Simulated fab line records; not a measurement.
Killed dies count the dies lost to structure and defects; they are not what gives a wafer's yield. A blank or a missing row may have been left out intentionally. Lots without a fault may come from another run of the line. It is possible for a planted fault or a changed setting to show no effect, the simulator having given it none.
fab line records + flow nand_harc
record:
- lots: 5
- wafers: 15
- last_day: 24
route steps=1159 shown A_WL_FILL@818 A_CONTACT@840 END@1159
lots that met no fault: from a run of the same line without faults
start_h: start of the lot's first displayed wafer, in hours after the record's first day + wait_h: hours from the lot's prior step to this one + " identical to the entry in the row above + L1.1+2: one row covering several wafers at once + - no value, or no start was given + * or withheld: withheld + < > ~ a bound
route shown NAME@n: NAME is a module with steps in the file, n the number in the route of the first one + usual: average and standard deviation across the fault-free wafers + same: alike in all rows + chamber/n: place in a boat + sites: each site's reading + _std_site: their standard deviation + _edge_site: the outer-site mean with the inner-site mean subtracted + radius_mm: how far each site lies from the wafer's centre + mask NAME#n: copy n + behind: the last tool/chamber to shape the wafer + hold: reason for holding the lot/hours on hold/outcome of the hold + device: transistor that didn't switch, given as n, p or np + end of line: tests run on the same wafers once the route is complete + a step given without rows: its recipe and nothing more + killed: at the first sort, the dies lost to defects and structure; wafer yield is something else + map: the dies of a wafer, with x for killed, . for not killed, _ for no die there
set.NAME: the setting as run; set.NAME@STEP: as run at that earlier step + model.NAME: the simulator's own value behind a step, which no gauge read
lots at some steps of the route; a table a step, a row a wafer
services: the hour from which a tool's chamber was out of use, counted from the record's first day as start_h (under 0 if before that day), plus the number of hours and why
== steps ==
step: NHARC_A_WL_FILL_PRECLEAN_06
recipe:
- time_s: 300
- chemistry: DIW
step: NHARC_A_WL_FILL_SRD_07
step: NHARC_A_WL_FILL_ANNEAL_08
recipe:
- temp_c: 450
- time_s: 1800
step: NHARC_A_WL_FILL_ALD_10
recipe:
- target_thk_a: 500
- pulse_time_s: 10
- ald_cycles: 500
- temp_c: 300
- material: SiO2
step: NHARC_A_WL_FILL_ETCHBACK_16
recipe:
- target_depth_a: 880
- time_s: 17.6
- c4f8_flow_sccm: withheld
- o2_flow_sccm: 8
- ar_flow_sccm: withheld
- rf_w: 600
- bias_w: 800
- chemistry: C4F8/O2/Ar
usual:
- oes_product_au: 0.987/0.025
- rf_fwd_power_W: 587.5/2.6
- rf_vpp_V: 723/3.4
| lot.wafer | tool        | chamber | start_h | wait_h | oes_product_au | rf_fwd_power_W | rf_hours_counter_h | rf_vpp_V |
|-----------|-------------|---------|---------|--------|----------------|----------------|--------------------|----------|
| L447.4    | rie_diel-03 | 1       | -       | -      | 0.964          | 586.5          | 4.7                | 723      |
| L447.1    | "           | 2       | "       | "      | 0.958          | 593.3          | 4.7                | 729      |
| L447.3    | "           | 3       | "       | "      | 0.971          | 583.9          | 4.6                | 722      |
| L451.2    | rie_diel-11 | 1       | -       | -      | 0.994          | 591.0          | 9.6                | 727      |
| L451.3    | "           | 2       | "       | "      | 1.007          | 586.4          | 10.2               | 726      |
| L451.4    | "           | 2       | "       | "      | 1.004          | 586.4          | -                  | 726      |
| L459.2    | rie_diel-01 | 0       | -       | -      | 0.963          | 590.8          | 2.5                | 722      |
| L459.4    | "           | 1       | "       | "      | 0.962          | 589.8          | 2.5                | 721      |
| L459.5    | "           | 0       | "       | "      | 0.947          | 590.3          | -                  | 722      |
| L465.3    | rie_diel-11 | 2       | -       | -      | 1.017          | 588.8          | 4.8                | 726      |
| L465.5    | "           | 3       | "       | "      | 1.012          | 588.3          | -                  | 723      |
| L465.6    | "           | 0       | "       | "      | 1.007          | 588.7          | -                  | 724      |
| L470.4    | rie_diel-11 | 2       | -       | -      | 1.018          | 585.4          | 7.1                | 727      |
| L470.2    | "           | 0       | "       | "      | 1.009          | 588.8          | 7.9                | 722      |
| L470.6    | "           | 2       | "       | "      | 1.010          | 583.5          | -                  | 727      |
step: NHARC_A_WL_FILL_STRIP_29
recipe:
- time_s: 20
- o2_flow_sccm: 500
- ar_flow_sccm: 0
- bias_w: 0
- chemistry: O2
step: NHARC_A_WL_FILL_ETCHBACK_17
recipe:
- target_depth_a: 40
- time_s: 26.7
- chemistry: Cl2/BCl3
step: NHARC_A_WL_FILL_PRECLEAN_18
recipe:
- time_s: 30
- chemistry: dHF
step: NHARC_A_WL_FILL_SRD_21
step: NHARC_A_WL_FILL_CVD_23
recipe:
- target_thk_a: 400
- temp_c: 620
- pressure_mtorr: 200
- time_s: 800
- material: poly-Si
step: NHARC_A_WL_FILL_ETCHBACK_26
recipe:
- target_depth_a: 520
- time_s: 13.3
- hbr_flow_sccm: 150
- rf_w: 350
- icp_w: 350
- bias_w: 60
- chemistry: HBr
usual:
- drypump_motor_current_A: 5.9/0.45
- oes_product_au: 1.005/0.012
- rf_fwd_power_W: 342.3/1.4
- throttle_valve_pct: 23.266/0.0092
| lot.wafer | tool      | chamber | start_h | wait_h | drypump_motor_current_A | oes_product_au | rf_fwd_power_W | rf_hours_counter_h | throttle_valve_pct |
|-----------|-----------|---------|---------|--------|-------------------------|----------------|----------------|--------------------|--------------------|
| L447.1    | rie_si-04 | 0       | 358.00  | 0.4    | 6.2                     | 1.014          | 340.5          | 0.5                | 23.266             |
| L447.4    | "         | 2       | "       | "      | 6.6                     | 1.001          | 342.6          | 0.6                | 23.264             |
| L447.3    | "         | 3       | "       | "      | 5.3                     | 0.999          | 341.6          | 0.6                | 23.264             |
| L451.4    | rie_si-04 | 2       | 364.37  | 0.4    | 6.6                     | 1.017          | 343.0          | 0.7                | 23.276             |
| L451.2    | "         | 3       | "       | "      | 5.3                     | 0.985          | 340.7          | 0.7                | 23.271             |
| L451.3    | "         | 1       | "       | "      | 6.1                     | 1.023          | 343.1          | 0.5                | 23.278             |
| L459.4    | rie_si-01 | 2       | 427.53  | 0.4    | 5.5                     | 1.027          | 341.0          | 1.0                | 23.262             |
| L459.2    | "         | 1       | "       | "      | 6.3                     | 1.015          | 342.9          | 0.7                | 23.278             |
| L459.5    | "         | 2       | "       | "      | 5.6                     | 1.011          | 340.1          | -                  | 23.283             |
| L465.3    | rie_si-04 | 1       | 465.73  | 0.4    | 6.1                     | 1.003          | 343.2          | 0.0                | 23.254             |
| L465.5    | "         | 3       | "       | "      | 5.3                     | 0.980          | 340.8          | -                  | 23.257             |
| L465.6    | "         | 0       | "       | "      | 6.2                     | 1.025          | 341.1          | -                  | 23.274             |
| L470.4    | rie_si-02 | 2       | 498.93  | 0.4    | 5.6                     | 0.997          | 341.1          | 0.8                | 23.259             |
| L470.2    | "         | 0       | "       | "      | 6.4                     | 1.006          | 343.8          | 0.9                | 23.250             |
| L470.6    | "         | 2       | "       | "      | 5.6                     | 1.005          | 341.3          | -                  | 23.269             |
step: NHARC_A_WL_FILL_PRECLEAN_30
recipe:
- time_s: 10
- chemistry: dHF
| lot.wafer  | tool         | chamber | start_h | wait_h |
|------------|--------------|---------|---------|--------|
| L447.1+4+3 | wet_bench-09 | 5,1,2   | 358.14  | 0.1    |
| L451.3+4+2 | wet_bench-05 | 6,0,1   | 364.52  | 0.1    |
| L459.2+4+5 | wet_bench-05 | 2,5,7   | 427.67  | 0.1    |
| L465.3+6+5 | wet_bench-04 | 1,3,6   | 465.85  | 0.1    |
| L470.2+4+6 | wet_bench-09 | 0,1,4   | 499.09  | 0.1    |
step: NHARC_A_WL_FILL_SRD_14
step: NHARC_A_WL_FILL_ALD_19
recipe:
- target_thk_a: 20
- pulse_time_s: 3
- ald_cycles: 100
- temp_c: 450
- material: TiN
step: NHARC_A_WL_FILL_CVD_20
recipe:
- target_thk_a: 750
- temp_c: 300
- pressure_torr: 40
- wf6_flow_sccm: 40
- h2_flow_sccm: 1600
- ar_flow_sccm: 1560
- time_s: 5064
- material: W
step: NHARC_A_WL_FILL_CMP_12
recipe:
- t_overpolish_s: 30
- target_thk_nm: 75
step: NHARC_A_WL_FILL_SRD_31
step: NHARC_A_CONTACT_DEP_24
recipe:
- target_thk_a: 5000
- temp_c: 400
- pressure_torr: 6.5
- rf_w: 900
- teos_flow_sccm: 161.4
- flow_sccm: 2650
- target_thk_nm: 500
- gas: O2
- material: SiO2
step: NHARC_A_CONTACT_DEP_28
recipe:
- target_thk_a: 36000
- temp_c: 400
- material: aC
usual:
- susceptor_temp_C: 400.00/0.22
- throttle_valve_pct: 35.000/0.0087
| lot.wafer | tool       | chamber | start_h | wait_h | susceptor_temp_C | throttle_valve_pct |
|-----------|------------|---------|---------|--------|------------------|--------------------|
| L447.1    | acl_dep-01 | 0       | 366.63  | 2.1    | 400.45           | 34.990             |
| L447.3    | "          | 0       | "       | "      | 400.26           | 34.985             |
| L447.4    | "          | 0       | "       | "      | 400.25           | 35.012             |
| L451.2    | acl_dep-02 | 0       | 376.48  | 5.3    | 399.54           | 34.994             |
| L451.3    | "          | 0       | "       | "      | 399.82           | 35.009             |
| L451.4    | "          | 0       | "       | "      | 399.94           | 34.975             |
| L459.2    | acl_dep-02 | 0       | 436.37  | 2.3    | -                | 34.995             |
| L459.4    | "          | 0       | "       | "      | -                | 35.005             |
| L459.5    | "          | 0       | "       | "      | -                | 35.002             |
| L465.3    | acl_dep-02 | 0       | 473.43  | 1.1    | 400.07           | 34.991             |
| L465.5    | "          | 0       | "       | "      | 399.73           | 34.986             |
| L465.6    | "          | 0       | "       | "      | 400.07           | 35.004             |
| L470.2    | acl_dep-02 | 0       | 511.13  | 3.4    | 399.62           | 34.998             |
| L470.4    | "          | 0       | "       | "      | 399.99           | 35.006             |
| L470.6    | "          | 0       | "       | "      | 400.07           | 34.995             |
step: NHARC_A_CONTACT_DEP_29
recipe:
- target_thk_a: 700
- target_thk_nm: 70
- temp_c: 400
- pressure_torr: 3.5
- flow_sccm: 200
- rf_w: 350
- material: SiON
step: NHARC_A_CONTACT_DEHYDRATE_32
recipe:
- temp_c: 150
- time_s: 120
step: NHARC_A_CONTACT_HMDS_33
recipe:
- time_s: 30
step: NHARC_A_CONTACT_COAT_34
recipe:
- temp_c: 260
- time_s: 75
step: NHARC_A_CONTACT_COAT_35
recipe:
- temp_c: 225
- time_s: 65
step: NHARC_A_CONTACT_COAT_36
recipe:
- spin_rpm: 1500
- resist_thk_nm: 90
step: NHARC_A_CONTACT_SOFTBAKE_37
recipe:
- temp_c: 105
- time_s: 55
step: NHARC_A_CONTACT_EBR_38
step: NHARC_A_CONTACT_EXPOSE_39
recipe:
- na: 1.35
- sigma_outer: 0.8
- dose_mj: 58.79
- mask_id: A_CC_3
step: NHARC_A_CONTACT_PEB_40
recipe:
- peb_temp_c: 100
- peb_time_s: 65
step: NHARC_A_CONTACT_DEVELOP_41
recipe:
- develop_time_s: 35
- dev_temp_c: 23
step: NHARC_A_CONTACT_CD_MEAS_42
recipe:
- target_cd_nm: 200
- landing_energy_ev: 500
usual:
- cd_nm: 200.4/0.61
| lot.wafer | tool      | chamber | start_h | wait_h | cd_nm |
|-----------|-----------|---------|---------|--------|-------|
| L447.1    | cd_sem-01 | 0       | 369.46  | -      | 199.5 |
| L447.3    | "         | 0       | "       | "      | 200.8 |
| L447.4    | "         | 0       | "       | "      | 201.5 |
| L451.2    | cd_sem-02 | 0       | 379.07  | -      | 200.5 |
| L451.3    | "         | 0       | "       | "      | 201.0 |
| L451.4    | "         | 0       | "       | "      | 200.1 |
| L459.2    | cd_sem-02 | 0       | 438.96  | -      | 200.2 |
| L459.4    | "         | 0       | "       | "      | 199.9 |
| L459.5    | "         | 0       | "       | "      | 198.9 |
| L465.3    | cd_sem-03 | 0       | 475.52  | -      | 200.7 |
| L465.5    | "         | 0       | "       | "      | 200.2 |
| L465.6    | "         | 0       | "       | "      | 200.5 |
| L470.2    | cd_sem-03 | 0       | 513.89  | -      | 200.8 |
| L470.4    | "         | 0       | "       | "      | 200.7 |
| L470.6    | "         | 0       | "       | "      | 201.3 |
step: NHARC_A_CONTACT_OVL_MEAS_43
usual:
- overlay_x_nm: 0.1/1.1
- overlay_y_nm: -0.1/0.75
| lot.wafer | tool       | chamber | start_h | wait_h | overlay_x_nm | overlay_y_nm |
|-----------|------------|---------|---------|--------|--------------|--------------|
| L447.1    | overlay-01 | -       | 369.55  | -      | -0.7         | -0.2         |
| L447.3    | "          | -       | "       | "      | -1.4         | -0.7         |
| L447.4    | "          | -       | "       | "      | -0.4         | -0.3         |
| L451.2    | overlay-01 | -       | 379.16  | -      | 0.1          | 1.4          |
| L451.3    | "          | -       | "       | "      | 0.5          | 1.4          |
| L451.4    | "          | -       | "       | "      | 0.0          | 1.3          |
| L459.2    | overlay-01 | -       | 439.05  | -      | 2.7          | 0.4          |
| L459.4    | "          | -       | "       | "      | 2.2          | 0.1          |
| L459.5    | "          | -       | "       | "      | 1.7          | 0.1          |
| L465.3    | overlay-01 | -       | 475.61  | -      | 0.3          | 0.5          |
| L465.5    | "          | -       | "       | "      | 0.4          | 0.9          |
| L465.6    | "          | -       | "       | "      | 0.7          | 0.2          |
| L470.2    | overlay-01 | -       | 513.97  | -      | 0.6          | -0.8         |
| L470.4    | "          | -       | "       | "      | 0.4          | -1.2         |
| L470.6    | "          | -       | "       | "      | 0.5          | -0.6         |
step: NHARC_A_CONTACT_DESCUM_47
recipe:
- time_s: 3
- o2_flow_sccm: 200
- ar_flow_sccm: 0
- bias_power_w: 0
- chemistry: O2
usual:
- drypump_motor_current_A: 5.9/0.5
- mfc_ar_sccm: 0.012/0.013
- oes_product_au: 1.001/0.0084
- rf_vpp_V: 57.5/0.94
- showerhead_plenum_p_Torr: 1.88/0.079
- throttle_valve_pct: 11.310/0.0082
| lot.wafer | tool        | chamber | start_h | wait_h | drypump_motor_current_A | mfc_ar_sccm | oes_product_au | rf_hours_counter_h | rf_vpp_V | showerhead_plenum_p_Torr | throttle_valve_pct |
|-----------|-------------|---------|---------|--------|-------------------------|-------------|----------------|--------------------|----------|--------------------------|--------------------|
| L447.3    | rie_diel-12 | 0       | 369.64  | 0.1    | 5.5                     | 0.004       | 1.002          | 25                 | 55.8     | 1.77                     | 11.309             |
| L447.1    | "           | 3       | "       | "      | 5.3                     | 0.040       | 0.989          | 26                 | 58.3     | 1.97                     | 11.305             |
| L447.4    | "           | 3       | "       | "      | 5.3                     | 0.040       | 0.993          | -                  | 57.3     | 1.97                     | 11.306             |
| L451.3    | rie_diel-10 | 2       | 379.26  | 0.1    | 5.0                     | 0.017       | 1.006          | 5                  | 56.6     | 1.83                     | 11.310             |
| L451.2    | "           | 3       | "       | "      | 5.8                     | 0           | 1.008          | 5                  | 57.4     | 1.88                     | 11.284             |
| L451.4    | "           | 0       | "       | "      | 5.7                     | 0.014       | 0.990          | 4                  | 56.4     | 1.83                     | 11.304             |
| L459.4    | rie_diel-10 | 0       | 439.14  | 0.1    | 5.7                     | 0.014       | 0.990          | 31                 | 57.6     | 1.82                     | 11.317             |
| L459.2    | "           | 3       | "       | "      | 5.8                     | 0           | 1.005          | 30                 | 57.3     | 1.88                     | 11.309             |
| L459.5    | "           | 1       | "       | "      | 5.3                     | 0.016       | 1.009          | -                  | 59.0     | 1.99                     | 11.317             |
| L465.3    | rie_diel-10 | 3       | 475.70  | 0.1    | 5.8                     | 0           | 1.004          | 47                 | 57.6     | 1.87                     | 11.305             |
| L465.5    | "           | 3       | "       | "      | 5.8                     | 0           | 1.008          | -                  | 57.9     | 1.87                     | 11.315             |
| L465.6    | "           | 0       | "       | "      | 5.7                     | 0.014       | 0.994          | -                  | 58.6     | 1.82                     | 11.308             |
| L470.2    | rie_diel-13 | 0       | 514.09  | 0.1    | 5.7                     | 0.014       | 1.000          | 20                 | 58.3     | 1.89                     | 11.313             |
| L470.4    | "           | 1       | "       | "      | 6.6                     | 0           | 0.993          | 21                 | 57.1     | 1.86                     | 11.321             |
| L470.6    | "           | 3       | "       | "      | 6.2                     | 0           | 1.008          | -                  | 58.9     | 1.85                     | 11.321             |
step: NHARC_A_CONTACT_ETCH_48
recipe:
- target_depth_a: 390
- over_etch_frac: 0.3
- time_s: 65
- ion_energy_ev: 80
- cf4_flow_sccm: 150
- ar_flow_sccm: 0
- rf_w: 300
- bias_w: 100
- chemistry: CF4
step: NHARC_A_CONTACT_ETCH_49
recipe:
- target_depth_a: 2600
- over_etch_frac: 0.3
- time_s: 475.3
- ion_energy_ev: 200
- n2_flow_sccm: 150
- h2_flow_sccm: 150
- ar_flow_sccm: 0
- rf_w: 400
- bias_w: 150
- chemistry: N2/H2
usual:
- drypump_motor_current_A: 5.9/0.5
- mfc_ar_sccm: 0.012/0.013
- oes_product_au: 1.000/0.0087
- rf_fwd_power_W: 399.2/1.2
- rf_vpp_V: 429.7/2.6
- showerhead_plenum_p_Torr: 2.01/0.088
- throttle_valve_pct: 14.172/0.0094
| lot.wafer | tool        | chamber | start_h | wait_h | drypump_motor_current_A | mfc_ar_sccm | oes_product_au | rf_fwd_power_W | rf_hours_counter_h | rf_vpp_V | showerhead_plenum_p_Torr | throttle_valve_pct |
|-----------|-------------|---------|---------|--------|-------------------------|-------------|----------------|----------------|--------------------|----------|--------------------------|--------------------|
| L447.3    | rie_diel-12 | 1       | -       | -      | 6.6                     | 0           | 0.997          | 398.3          | 25                 | 429.7    | 1.99                     | 14.176             |
| L447.1    | "           | 3       | "       | "      | 5.3                     | 0.040       | 0.995          | 399.1          | 26                 | 432.3    | 2.10                     | 14.173             |
| L447.4    | "           | 3       | "       | "      | 5.3                     | 0.040       | 0.999          | 398.6          | -                  | 432.8    | 2.10                     | 14.165             |
| L451.3    | rie_diel-10 | 2       | -       | -      | 5.1                     | 0.017       | 0.991          | 400.5          | 5                  | 429.0    | 1.95                     | 14.171             |
| L451.2    | "           | 3       | "       | "      | 5.8                     | 0           | 1.000          | 400.7          | 5                  | 430.2    | 2.01                     | 14.189             |
| L451.4    | "           | 0       | "       | "      | 5.7                     | 0.014       | 0.984          | 400.7          | 4                  | 426.7    | 1.95                     | 14.173             |
| L459.2    | rie_diel-10 | 2       | -       | -      | 5.1                     | 0.017       | 0.993          | 398.8          | 28                 | 427.2    | 1.94                     | 14.184             |
| L459.4    | "           | 3       | "       | "      | 5.8                     | 0           | 1.002          | 400.1          | 30                 | 429.1    | 2.00                     | 14.165             |
| L459.5    | "           | 0       | "       | "      | 5.7                     | 0.014       | 0.989          | 400.1          | -                  | 429.6    | 1.94                     | 14.172             |
| L465.3    | rie_diel-10 | 1       | -       | -      | 5.4                     | 0.016       | 0.991          | 398.5          | 40                 | 432.8    | 2.12                     | 14.176             |
| L465.5    | "           | 2       | "       | "      | 5.0                     | 0.017       | 0.980          | 398.1          | -                  | 427.8    | 1.94                     | 14.162             |
| L465.6    | "           | 3       | "       | "      | 5.9                     | 0           | 1.010          | 399.6          | -                  | 430.4    | 1.99                     | 14.186             |
| L470.4    | rie_diel-13 | 2       | -       | -      | 5.9                     | 0.027       | 1.006          | 398.3          | 22                 | 426.8    | 1.91                     | 14.168             |
| L470.2    | "           | 3       | "       | "      | 6.2                     | 0           | 0.990          | 399.5          | 20                 | 428.2    | 1.97                     | 14.178             |
| L470.6    | "           | 0       | "       | "      | 5.7                     | 0.014       | 0.995          | 398.9          | -                  | 429.5    | 2.01                     | 14.161             |
step: NHARC_END_SORT_01
recipe:
- temp_c: 25
usual:
- killed_at_array: 27/8
- killed_at_other: 0.8/1.2
- killed_at_periphery: 3.3/2.3
- killed_dies: 31/8.8
- killed_open: 3.2/2.1
- killed_short: 2.1/1.4
same:
- gross_dies: 677
| lot.wafer | tool      | chamber | start_h | wait_h | killed_at_array | killed_at_other | killed_at_periphery | killed_dies | killed_open | killed_short |
|-----------|-----------|---------|---------|--------|-----------------|-----------------|---------------------|-------------|-------------|--------------|
| L459.2    | prober-01 | 0       | 509.25  | 2.8    | 19              | 1               | 1                   | 21          | 2           | 3            |
| L459.4    | prober-01 | 0       | 510.85  | 3.4    | 68              | 6               | 4                   | 78          | 4           | 1            |
| L459.5    | prober-01 | 0       | 511.65  | 3.7    | 26              | 4               | 4                   | 34          | 3           | 2            |
killed by level:class
L459.2 A_SLIT:chamber_film_flake=8 A_CONTACT:chamber_film_flake=3 A_SGD_CUT:geometric_particle:short=2 A_WL_FILL:chamber_film_flake=2 A_CHANNEL_FILL_D1:geometric_particle:short=1 A_WL_FILL:geometric_particle:open=1 A_CONTACT:geometric_particle:open=1 P_GATE:chamber_film_flake=1
L459.4 A_WL_FILL:unspecified=53 A_SLIT:chamber_film_flake=8 THIN_TSV:chamber_film_flake=6 A_CHANNEL_HOLE_D1:chamber_film_flake=3 P_M0:geometric_particle:open=2 P_M1:geometric_particle:open=1 A_WL_FILL:geometric_particle:short=1 A_CONTACT:geometric_particle:open=1
L459.5 A_SLIT:chamber_film_flake=18 A_CHANNEL_HOLE_D1:chamber_film_flake=5 THIN_TSV:chamber_film_flake=3 P_STI:chamber_film_flake=2 P_STI:geometric_particle:short=1 P_CONTACT:geometric_particle:open=1 A_WL_FILL:geometric_particle:open=1 A_CONTACT:geometric_particle:open=1
map L459.4 (x killed, . not)
____________.____________
_________......._________
_______xxx........_______
______xxxx.........______
_____xxxxxx........._____
____xxxxx.........x..____
____xxxxx............____
___.xxxxxx............___
___xxxxxxx........x...___
__..xxxxx..............__
__.xxxxxxx.............__
_..xxxx.x..............._
_....xx................._
_....xx................._
_......................._
_......................._
xxx.....x................
xxx......................
x........................
.x...x...................
...x.....................
_.....x................x_
_....x..x..............._
_.x.........x..........._
_..x...................._
_......................._
__.....................__
__.....................__
___........x..........___
___...................___
____.................____
____.................____
_____..............._____
______.............______
_______..........._______
_________......._________
____________.____________
map L451.3 (x killed, . not)
____________.____________
_________......._________
_______..........._______
______.............______
_____..............._____
____.................____
____......x....x.....____
___......x...x........___
___.......x...........___
__.....................__
__.....................__
_......................._
_......................._
_x..............x......._
_.............x.xx......_
_...............x......._
.................x.......
..........x..x..x........
...............xx........
............x..x.........
.....x............x......
_.x..........x.........._
_...................x..._
_......................._
_.x....................._
_......................._
__.........x...........__
__.x...................__
___................x..___
___...................___
____.................____
____.............x...____
_____..............._____
______.....x.......______
_______..........._______
_________......._________
____________.____________
== services ==
| tool         | chamber | start_h | hours | kind   |
|--------------|---------|---------|-------|--------|
| rie_diel-11  | 3       | 333.67  | 27.5  | repair |
| rie_diel-12  | 0       | 341.87  | 4.2   | repair |
| acl_dep-02   | -       | 346.93  | 4.6   | repair |
| acl_dep-02   | -       | 351.57  | 13.0  | pm     |
| rie_diel-10  | -       | 354.16  | 9.0   | pm     |
| rie_diel-12  | 2       | 354.91  | 22.2  | repair |
| rie_diel-11  | -       | 366.50  | 9.0   | pm     |
| wet_bench-05 | -       | 372.80  | 8.0   | pm     |
| rie_diel-13  | -       | 375.21  | 2.7   | repair |
| rie_diel-12  | -       | 379.40  | 9.0   | pm     |
| rie_diel-13  | 2       | 381.87  | 3.8   | repair |
| rie_diel-10  | 1       | 387.50  | 7.1   | repair |
| rie_diel-10  | 3       | 401.02  | 1.2   | repair |
| rie_si-04    | -       | 406.28  | 0.3   | repair |
| rie_diel-10  | 1       | 425.89  | 3.1   | repair |
| wet_bench-09 | -       | 427.95  | 1.3   | repair |
| rie_si-04    | 1       | 433.52  | 6.1   | repair |
| rie_diel-10  | -       | 441.10  | 0.4   | repair |
| rie_si-04    | -       | 453.00  | 9.0   | pm     |
| rie_diel-10  | -       | 477.16  | 0.5   | repair |
| rie_diel-11  | 1       | 483.04  | 8.5   | repair |
| rie_diel-10  | 3       | 488.32  | 7.0   | repair |
| rie_diel-10  | 1       | 494.55  | 10.0  | repair |
| rie_diel-11  | 3       | 510.74  | 8.1   | repair |
== key ==
first_sign:
- step: NHARC_END_SORT_01
- reading: killed_dies
- direction: up
- sigmas: 5.3
- usual: 31
- struck: 78
effect:
- step: NHARC_END_SORT_01
- reading: killed_at_array
- direction: up
- sigmas: 5.1
- usual: 27
- struck: 68
more_kills_born_at:
- NHARC_A_WL_FILL_PRECLEAN_30@wet_bench-05: 53
met_at NHARC_A_WL_FILL_PRECLEAN_30
struck_wafers L459.4
tester_left_out L459
fault:
- kind: chamber_particle_source
- tool: wet_bench-05
- chamber: 5
- onset_h: 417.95
- steps: NHARC_A_WL_FILL_PRECLEAN_30
- rate_per_visit_cm2: 0.53722
- end_h: 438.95
tester_left_out: of these lots the tester's yield and bins aren't shown, on N5 and GAA mostly nor the transistor test; their killed dies are dies lost to structure and defects alone, not to doping, threshold or leakage, so they don't give the yield
